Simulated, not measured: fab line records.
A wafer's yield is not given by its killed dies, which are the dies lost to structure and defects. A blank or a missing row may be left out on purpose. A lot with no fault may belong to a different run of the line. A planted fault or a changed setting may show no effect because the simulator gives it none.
Chamber matching || flow n5-finfet || N5_HKMG_FIN_CMP_94 on cmp-03 has 4 sister chambers
The step polishes, stops on SiNx, t overpolish 4.7 s, target thk 43.299 nm. 14 wafers are shown with their chamber, then 7 later ones without.

WAFERS WITH THEIR CHAMBER
{"wafer": "L074.1", "chamber": 0, "motor-current-A (A)": 11.8}
{"wafer": "L074.3", "chamber": 1, "motor-current-A (A)": 13.5}
{"wafer": "L074.4", "chamber": 2, "motor-current-A (A)": 11.9}
{"wafer": "L076.1", "chamber": 2, "motor-current-A (A)": 11.8}
{"wafer": "L076.2", "chamber": 0, "motor-current-A (A)": 11.9}
{"wafer": "L076.4", "chamber": 1, "motor-current-A (A)": 13.3}
{"wafer": "L081.1", "chamber": 1, "motor-current-A (A)": 12.8}
{"wafer": "L081.3", "chamber": 3, "motor-current-A (A)": 12.1}
{"wafer": "L081.4", "chamber": 2, "motor-current-A (A)": 11.7}
{"wafer": "L083.1", "chamber": 3, "motor-current-A (A)": 11.1}
{"wafer": "L083.4", "chamber": 0, "motor-current-A (A)": 11.3}
{"wafer": "L083.5", "chamber": 1, "motor-current-A (A)": 13.2}
{"wafer": "L087.1", "chamber": 2, "motor-current-A (A)": 11.8}
{"wafer": "L087.5", "chamber": 2, "motor-current-A (A)": 11.7}

SIGNATURES (averages over the wafers above)
{"reading": "motor-current-A", "chamber 0": 11.667, "chamber 1": 13.200, "chamber 2": 11.780, "chamber 3": 11.600, "scatter within a chamber": 0.315}
Rule: distance of a wafer from a chamber = root of the sum over the readings of ((wafer's reading minus chamber's mean) / reading's scatter) squared. The wafer belongs to the nearest chamber; if the next one is less than 2 further off, it can't be placed. The scatter: the root of (the sum of the squares of (reading less its chamber's mean) over the shown wafers, divided by (wafers less chambers)).

WAFERS MISSING THEIR CHAMBER
{"wafer": "L087.6", "motor-current-A (A)": 11.9}
{"wafer": "L094.2", "motor-current-A (A)": 11.8}
{"wafer": "L094.3", "motor-current-A (A)": 11.9}
{"wafer": "L094.5", "motor-current-A (A)": 11.6}
{"wafer": "L091.3", "motor-current-A (A)": 12.1}
{"wafer": "L091.4", "motor-current-A (A)": 12.4}
{"wafer": "L091.5", "motor-current-A (A)": 12.3}

THE CHAMBER EACH PASSED THROUGH
{"wafer": "L087.6", "from the rows above": "can't be placed: 2 or 0 or 3", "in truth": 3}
{"wafer": "L094.2", "from the rows above": "can't be placed: 2 or 0 or 3", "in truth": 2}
{"wafer": "L094.3", "from the rows above": "can't be placed: 2 or 0 or 3", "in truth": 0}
{"wafer": "L094.5", "from the rows above": "can't be placed: 3 or 0 or 2", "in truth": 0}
{"wafer": "L091.3", "from the rows above": "can't be placed: 2 or 0 or 3", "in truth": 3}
{"wafer": "L091.4", "from the rows above": "can't be placed: 2 or 0 or 1 or 3", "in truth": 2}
{"wafer": "L091.5", "from the rows above": "can't be placed: 2 or 0 or 3 or 1", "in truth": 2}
0 of 7 placed correctly. From these rows, 7 cannot be placed; in 7 the true chamber is one of the candidates. Placed wrongly: 0.
